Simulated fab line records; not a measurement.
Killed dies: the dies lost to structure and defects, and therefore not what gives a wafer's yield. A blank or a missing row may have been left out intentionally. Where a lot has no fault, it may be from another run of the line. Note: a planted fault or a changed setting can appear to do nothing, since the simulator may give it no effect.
Struck lot and sound lot, side by side -- flow n5_finfet -- 16 out of 1938 route steps
Sound: the wafers L959.2, L959.4, L959.6. Struck: wafer L972.3 (L972.2, L972.4, from the same lot, were not struck and are left out); the cause is given at the end.
Order at every step that has rows: each side's tool, ch and its chambers, its first start. Under that, the readings that differ: sound wafers -- struck wafers -- difference of the means -- sigmas: that difference in standard deviations of wafers without a fault.
alike: words and numbers the same on both sides, and readings whose means are apart by under 2 such deviations; not compared: readings that were withheld, readings missing a value for some wafer, numbers with overlapping values and no deviation given by the record, and bounds like >300 which may hide the same value.
Wherever a step has rows on one side only, a row that says differs or no value, or a row with sigmas, the two part there. Numbers that have no deviation but don't overlap get no sigmas and don't part them. A reading that every wafer of one side lacks parts them only if that side has two wafers or more.

first, 7 steps without rows for these wafers: N5_BEOL_M2_COAT_73 (time 60 s, resist thk 5 nm); N5_BEOL_M2_COAT_05 (resist thk 30 nm); N5_BEOL_M2_EBR_07; N5_BEOL_M2_SOFTBAKE_06 (time 60 s); N5_BEOL_M2_EXPOSE_08 (exposes mask M2); N5_BEOL_M2_PEB_09 (peb time 60 s); N5_BEOL_M2_DEVELOP_10 (develop time 30 s).
N5_BEOL_M2_CD_MEAS_11: target cd 16.79 nm.
  sound on cd_sem-02 ch 0, day 7 12:04; struck on cd_sem-01 ch 0, day 10 22:42
  alike: cd_nm
N5_BEOL_M2_OVL_MEAS_12:
  sound on overlay-02 ch 0, day 7 12:07; struck on overlay-02 ch 0, day 10 22:44
  alike: M2_OVL
N5_BEOL_M2_INSPECT_13: inspects for defects (brightfield).
  sound: defect_inspect-01 at day 7 12:10; struck: defect_inspect-02 at day 10 22:47
  alike: raw_defect_count
N5_BEOL_M2_DESCUM_16: chemistry O2, time 7 s.
  sound on rie_diel-01 ch 0,1, day 7 13:11; struck on rie_diel-05 ch 0, day 10 22:49
  alike: drypump_motor_current_A, oes_product_au, rf_vpp_V, showerhead_plenum_p_Torr, temp_c, throttle_valve_pct
  not compared: rf_hours_counter_h
N5_BEOL_M2_ETCH_74: etches underlayer in N2/H2, target depth 6.5 nm, time 5.2 s.
  sound on rie_diel-01 ch 0,1, day 7 13:13; struck on rie_diel-05 ch 0, day 10 22:52
  alike: bias_w, drypump_motor_current_A, etch_rf_on_time_s, oes_product_au, rf_vpp_V, showerhead_plenum_p_Torr, throttle_valve_pct
  not compared: rf_hours_counter_h
N5_BEOL_M2_ETCH_63: etches SiARC in CF4, target depth 15.6 nm, time 26 s.
  sound on rie_diel-01 ch 0,1, day 7 13:14; struck on rie_diel-05 ch 0, day 10 22:52
reading,sound,struck,difference,sigmas
etch_rf_on_time_s (s),24.8 24.9 26.6,18.7,-6.7,-9
mfc_ar_sccm (sccm),99.38 100.09 99.97,100.69,+0.88,+3
  alike: bias_w, drypump_motor_current_A, oes_product_au, rf_vpp_V, showerhead_plenum_p_Torr, throttle_valve_pct
  not compared: rf_hours_counter_h
N5_BEOL_M2_ETCH_64: etches SOC in N2/H2, target depth 75 nm, overetch 22.5 nm, time 121.9 s.
  sound on rie_diel-01 ch 0,1, day 7 13:16; struck on rie_diel-05 ch 0, day 10 22:54
  alike: bias_w, drypump_motor_current_A, oes_product_au, rf_vpp_V, showerhead_plenum_p_Torr, temp_c, throttle_valve_pct
  not compared: rf_hours_counter_h
N5_BEOL_M4_RC_MEAS_101:
  sound on prober-02 ch 0, day 9 06:36; struck on prober-01 ch 0, day 12 14:59
  alike: DIBL_N, DIBL_P, IOFF_N, IOFF_P, ION_N, ION_P, SS_N, SS_P, VT_N, VT_P
after that, 1 step had no rows for these wafers: N5_PASSIVATION_PROBE_49.

== WHERE THEY PART ==
Only at N5_BEOL_M2_ETCH_63, as far as this record shows. Later steps at which nothing parts them and some readings are alike: N5_BEOL_M2_ETCH_64, N5_BEOL_M4_RC_MEAS_101.

WHY: what the simulator had put in
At N5_BEOL_M2_ETCH_63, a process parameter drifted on rie_diel-05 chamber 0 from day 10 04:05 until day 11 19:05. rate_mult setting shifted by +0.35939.
